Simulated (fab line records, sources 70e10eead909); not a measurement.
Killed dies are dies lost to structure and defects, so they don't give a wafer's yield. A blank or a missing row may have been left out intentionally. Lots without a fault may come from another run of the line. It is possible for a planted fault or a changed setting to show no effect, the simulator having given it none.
Which tool did it? :: flow nand-harc :: 33 wafers from 11 lots sampled at 6 of the route's 1302 steps

WHAT EACH GAUGE READ, for each wafer
NHARC_A_M0_CD_MEAS_09: target cd 80 nm.
lot: L787
measured: day 23 10:18
on: cd-sem-01
cd-nm (nm): 80.8 79.8 79.3

lot: L788
measured: day 23 11:02
on: cd-sem-01
cd-nm (nm): 82.0 80.5 81.5

lot: L790
measured: day 23 22:48
on: cd-sem-01
cd-nm (nm): 79.9 79.8 80.7

lot: L791
measured: day 25 09:01
on: cd-sem-01
cd-nm (nm): 79.8 80.7 80.6

lot: L794
measured: day 25 20:26
on: cd-sem-02
cd-nm (nm): 79.4 80.3 79.4

lot: L793
measured: day 25 22:48
on: cd-sem-02
cd-nm (nm): 80.8 80.5 79.1

lot: L798
measured: day 27 05:43
on: cd-sem-02
cd-nm (nm): 80.4 79.7 80.6

lot: L804
measured: day 30 23:01
on: cd-sem-01
cd-nm (nm): 87.2 86.8 87.5 87.3 86.6 87.1

lot: L806
measured: day 31 05:18
on: cd-sem-03
cd-nm (nm): 79.6 78.7 78.5

lot: L808
measured: day 31 07:59
on: cd-sem-01
cd-nm (nm): 81.9 81.0 80.8

lot: L805
measured: day 33 12:05
on: cd-sem-01
cd-nm (nm): 84.1 83.0 84.2 83.8 83.0 84.2

NHARC_END_SORT_01.
lot: L798
measured: day 28 22:01
on: prober-01
defect-limited-yield (%): 97.0 96.8 96.0
killed-at-array: 17 19 21
killed-at-other: 1 1 0
killed-at-periphery: 2 2 6
killed-dies: 20 22 27
killed-open: 1 2 2
killed-short: 1 2 4
sort_bin_2_pct (%): 0.6 1.0 1.5
sort_bin_3_pct (%): 0.3 0.1 0.1
sort_bin_4_pct (%): 2.1 2.1 2.4
sort-n-pass: 657 655 650
sort-rim-yield-pct (%): 100 96 93
sort-yield-pct (%): 97.0 96.8 96.0

lot: L804
measured: day 33 12:19
on: prober-02
defect-limited-yield (%): 93.1 95.1 92.8
killed-at-array: 41 29 40
killed-at-other: 0 0 2
killed-at-periphery: 6 4 7
killed-dies: 47 33 49
killed-open: 4 3 1
killed-short: 1 0 4
sort_bin_2_pct (%): 3.4 1.6 2.1
sort_bin_3_pct (%): 0.7 0.6 0.6
sort_bin_4_pct (%): 2.8 2.7 4.6
sort-n-pass: 630 644 628
sort-rim-yield-pct (%): 88 88 92
sort-yield-pct (%): 93.1 95.1 92.8

lot: L805
measured: day 34 21:26
on: prober-01
defect-limited-yield (%): 90.7 91.6 90.0
killed-at-array: 60 54 66
killed-at-other: 0 0 0
killed-at-periphery: 3 3 2
killed-dies: 63 57 68
killed-open: 3 3 5
killed-short: 3 3 2
sort_bin_2_pct (%): 3.8 2.5 3.1
sort_bin_3_pct (%): 0.7 1.2 1.0
sort_bin_4_pct (%): 4.7 4.7 5.9
sort-n-pass: 614 620 609
sort-rim-yield-pct (%): 88 83 95
sort-yield-pct (%): 90.7 91.6 90.0

TOOL THAT RAN EACH LOT (tool first, then ch and the chambers of the sampled wafers, then the start)
lot: L787
NHARC_A_BLC_ETCH_18: rie-diel-02 ch 0,3, day 23 08:21 or earlier
NHARC_A_BLC_PVD_32: pvd-sputter-01, day 23 08:21 or earlier
NHARC_A_BLC_ALD_23: ald-metal-01 ch 0,3, day 23 08:21
NHARC_A_M0_EXPOSE_06: arfi-scanner-02 ch 0, day 23 10:10

lot: L788
NHARC_A_BLC_ETCH_18: rie-diel-05 ch 0,1,2, day 23 08:58 or earlier
NHARC_A_BLC_PVD_32: pvd-sputter-03, day 23 08:58 or earlier
NHARC_A_BLC_ALD_23: ald-metal-02 ch 0,1, day 23 08:58
NHARC_A_M0_EXPOSE_06: arfi-scanner-01 ch 0, day 23 10:55

lot: L790
NHARC_A_BLC_ETCH_18: rie-diel-02 ch 0,2,3, day 23 20:45 or earlier
NHARC_A_BLC_PVD_32: pvd-sputter-01, day 23 20:45 or earlier
NHARC_A_BLC_ALD_23: ald-metal-04 ch 0,1,3, day 23 20:45
NHARC_A_M0_EXPOSE_06: arfi-scanner-02 ch 0, day 23 22:40

lot: L791
NHARC_A_BLC_ETCH_18: rie-diel-02 ch 0,1,3, day 25 06:59 or earlier
NHARC_A_BLC_PVD_32: pvd-sputter-02, day 25 06:59 or earlier
NHARC_A_BLC_ALD_23: ald-metal-02 ch 1,2, day 25 06:59
NHARC_A_M0_EXPOSE_06: arfi-scanner-01 ch 0, day 25 08:53

lot: L794
NHARC_A_BLC_ETCH_18: rie-diel-02 ch 0,2,3, day 25 18:24 or earlier
NHARC_A_BLC_PVD_32: pvd-sputter-03, day 25 18:24 or earlier
NHARC_A_BLC_ALD_23: ald-metal-01 ch 0,1,3, day 25 18:24
NHARC_A_M0_EXPOSE_06: arfi-scanner-02 ch 0, day 25 20:18

lot: L793
NHARC_A_BLC_ETCH_18: rie-diel-02 ch 1,2,3, day 25 20:49 or earlier
NHARC_A_BLC_PVD_32: pvd-sputter-02, day 25 20:49 or earlier
NHARC_A_BLC_ALD_23: ald-metal-02 ch 2,3, day 25 20:49
NHARC_A_M0_EXPOSE_06: arfi-scanner-02 ch 0, day 25 22:40

lot: L798
NHARC_A_BLC_ETCH_18: rie-diel-05 ch 0,3, day 27 03:42 or earlier
NHARC_A_BLC_PVD_32: pvd-sputter-01, day 27 03:42 or earlier
NHARC_A_BLC_ALD_23: ald-metal-02 ch 1,2, day 27 03:42
NHARC_A_M0_EXPOSE_06: arfi-scanner-03 ch 0, day 27 05:34

lot: L804
NHARC_A_BLC_ETCH_18: rie-diel-05 ch 1,2,3, day 30 21:07 or earlier
NHARC_A_BLC_PVD_32: pvd-sputter-01, day 30 21:07 or earlier
NHARC_A_BLC_ALD_23: ald-metal-01 ch 0,1,2, day 30 21:07
NHARC_A_M0_EXPOSE_06: arfi-scanner-01 ch 0, day 30 22:53

lot: L806
NHARC_A_BLC_ETCH_18: rie-diel-02 ch 0,1, day 31 03:17 or earlier
NHARC_A_BLC_PVD_32: pvd-sputter-03, day 31 03:17 or earlier
NHARC_A_BLC_ALD_23: ald-metal-01 ch 1,2, day 31 03:17
NHARC_A_M0_EXPOSE_06: arfi-scanner-03 ch 0, day 31 05:10

lot: L808
NHARC_A_BLC_ETCH_18: rie-diel-02 ch 0,1,2, day 31 05:58 or earlier
NHARC_A_BLC_PVD_32: pvd-sputter-01, day 31 05:58 or earlier
NHARC_A_BLC_ALD_23: ald-metal-01 ch 0,2, day 31 05:58
NHARC_A_M0_EXPOSE_06: arfi-scanner-02 ch 0, day 31 07:50

lot: L805
NHARC_A_BLC_ETCH_18: rie-diel-02 ch 0,1, day 33 09:47 or earlier
NHARC_A_BLC_PVD_32: pvd-sputter-02, day 33 09:47 or earlier
NHARC_A_BLC_ALD_23: ald-metal-04 ch 1,2,3, day 33 09:47
NHARC_A_M0_EXPOSE_06: arfi-scanner-01 ch 0, day 33 11:57
- NHARC_A_BLC_ETCH_18: etches the open film in C4F8/O2/Ar, target depth 910 nm.
- NHARC_A_BLC_PVD_32: deposits Ti, target thk 5 nm, time 17.7 s.
- NHARC_A_BLC_ALD_23: deposits TiN, target thk 3 nm, pulse time 1 s, ald cycles 150.
- NHARC_A_M0_EXPOSE_06: exposes mask A M0, target cd 80 nm.

WHAT THE TOOLS THEMSELVES READ (means of the sampled wafers that have a number; where no wafer has one, the mark that the record gives instead)
NHARC_A_BLC_ETCH_18.
lot: L787
tool: rie-diel-02
oes-product-au (a.u.): 0.936
rf-vpp-V (V): 985

lot: L788
tool: rie-diel-05
oes-product-au (a.u.): 0.930
rf-vpp-V (V): 981

lot: L790
tool: rie-diel-02
oes-product-au (a.u.): 0.982
rf-vpp-V (V): 984

lot: L791
tool: rie-diel-02
oes-product-au (a.u.): 0.977
rf-vpp-V (V): 980

lot: L794
tool: rie-diel-02
oes-product-au (a.u.): 0.976
rf-vpp-V (V): 984

lot: L793
tool: rie-diel-02
oes-product-au (a.u.): 0.980
rf-vpp-V (V): 978

lot: L798
tool: rie-diel-05
oes-product-au (a.u.): 0.973
rf-vpp-V (V): 973

lot: L804
tool: rie-diel-05
oes-product-au (a.u.): 0.919
rf-vpp-V (V): 977

lot: L806
tool: rie-diel-02
oes-product-au (a.u.): 0.963
rf-vpp-V (V): 982

lot: L808
tool: rie-diel-02
oes-product-au (a.u.): 0.985
rf-vpp-V (V): 979

lot: L805
tool: rie-diel-02
oes-product-au (a.u.): 0.937
rf-vpp-V (V): 981

NHARC_A_BLC_PVD_32.
lot: L787
tool: pvd-sputter-01
throttle-valve-pct (%): 30.1

lot: L788
tool: pvd-sputter-03
throttle-valve-pct (%): 28.4

lot: L790
tool: pvd-sputter-01
throttle-valve-pct (%): 30.3

lot: L791
tool: pvd-sputter-02
throttle-valve-pct (%): 29.8

lot: L794
tool: pvd-sputter-03
throttle-valve-pct (%): 29.7

lot: L793
tool: pvd-sputter-02
throttle-valve-pct (%): 29.7

lot: L798
tool: pvd-sputter-01
throttle-valve-pct (%): 30.6

lot: L804
tool: pvd-sputter-01
throttle-valve-pct (%): 30.5

lot: L806
tool: pvd-sputter-03
throttle-valve-pct (%): 28.5

lot: L808
tool: pvd-sputter-01
throttle-valve-pct (%): 30.6

lot: L805
tool: pvd-sputter-02
throttle-valve-pct (%): 30.0

NHARC_A_BLC_ALD_23.
lot: L787
tool: ald-metal-01
heater-power-w (W): 1067
precursor-pulse-height-rel: 0.980

lot: L788
tool: ald-metal-02
heater-power-w (W): 1080
precursor-pulse-height-rel: 0.984

lot: L790
tool: ald-metal-04
heater-power-w (W): 1093
precursor-pulse-height-rel: 0.995

lot: L791
tool: ald-metal-02
heater-power-w (W): 1037
precursor-pulse-height-rel: 1.003

lot: L794
tool: ald-metal-01
heater-power-w (W): 1144
precursor-pulse-height-rel: 1.012

lot: L793
tool: ald-metal-02
heater-power-w (W): 1064
precursor-pulse-height-rel: 1.001

lot: L798
tool: ald-metal-02
heater-power-w (W): 1083
precursor-pulse-height-rel: 0.988

lot: L804
tool: ald-metal-01
heater-power-w (W): 1111
precursor-pulse-height-rel: 1.010

lot: L806
tool: ald-metal-01
heater-power-w (W): 1180
precursor-pulse-height-rel: 1.012

lot: L808
tool: ald-metal-01
heater-power-w (W): 1082
precursor-pulse-height-rel: 0.991

lot: L805
tool: ald-metal-04
heater-power-w (W): 1076
precursor-pulse-height-rel: 1.000

NHARC_A_M0_EXPOSE_06.
lot: L787
tool: arfi-scanner-02
exposure-dose-mJ-cm2: 83.33

lot: L788
tool: arfi-scanner-01
exposure-dose-mJ-cm2: 83.08

lot: L790
tool: arfi-scanner-02
exposure-dose-mJ-cm2: 83.28

lot: L791
tool: arfi-scanner-01
exposure-dose-mJ-cm2: 83.33

lot: L794
tool: arfi-scanner-02
exposure-dose-mJ-cm2: 83.30

lot: L793
tool: arfi-scanner-02
exposure-dose-mJ-cm2: 83.25

lot: L798
tool: arfi-scanner-03
exposure-dose-mJ-cm2: 83.30

lot: L804
tool: arfi-scanner-01
exposure-dose-mJ-cm2: 93.29

lot: L806
tool: arfi-scanner-03
exposure-dose-mJ-cm2: 83.32

lot: L808
tool: arfi-scanner-02
exposure-dose-mJ-cm2: 83.29

lot: L805
tool: arfi-scanner-01
exposure-dose-mJ-cm2: 88.40

THE ANSWER, worked out from the rows above alone
Rule: usual is defined by the lots themselves. Put in order of their means at a reading, lots are off if they are a third of the lots or fewer, leave a main group of 4 or more, and stand apart from it by a gap of 3 or more times the standard deviation of the main group's means; of several such gaps the widest counts. Not used: any main group whose means are identical at the precision the tables above print for the reading. A lot without any number at a reading at which 4 lots or more have one is off too. The other lots that the step has rows for count as sound. After the gauges, taken in route order, come the tools' own readings; for these a lot's mean is taken, as printed above. At the first step where some lot is off, the reading lying furthest off is the one used; lots without a number count as furthest.
Off, at NHARC_A_M0_CD_MEAS_09 on cd-nm: L804, L805. The main group has a mean of 80.2 nm with a standard deviation of 0.69.
A tool fits if, at a process step before that reading, it ran every lot that is off, and no sound lot after the first of them. Not tried: the gauges at NHARC_A_M0_CD_MEAS_09; whatever is off there is also off at NHARC_A_M0_EXPOSE_06, on other tools, and gauge error can't account for it. NHARC_A_BLC_ETCH_18 gives no start for some lots, so the hours and the order of its lots are those of NHARC_A_BLC_ALD_23. NHARC_A_BLC_PVD_32 gives no start for some lots, so the hours and the order of its lots are those of NHARC_A_BLC_ALD_23. One candidate fits, namely arfi-scanner-01 at NHARC_A_M0_EXPOSE_06. Its last sound lot is L791 (day 25 08:53), its first lot that is off L804 (day 30 22:53): a fault that began between those two fits.
The tool's own readings at NHARC_A_M0_EXPOSE_06 bear it out: on the lots that are off they differ by more than 5 times the standard deviation of the sound lots' means. exposure-dose-mJ-cm2 reads 90.84 there against 83.28 on the sound lots.

WHAT HAD BEEN PUT IN BY THE SIMULATOR
Drift in process parameters on arfi-scanner-01 at NHARC_A_M0_EXPOSE_06, starting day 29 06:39. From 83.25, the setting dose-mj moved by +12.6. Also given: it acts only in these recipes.
Struck lots among those shown: L804, L805. The rule given above showed the same thing.
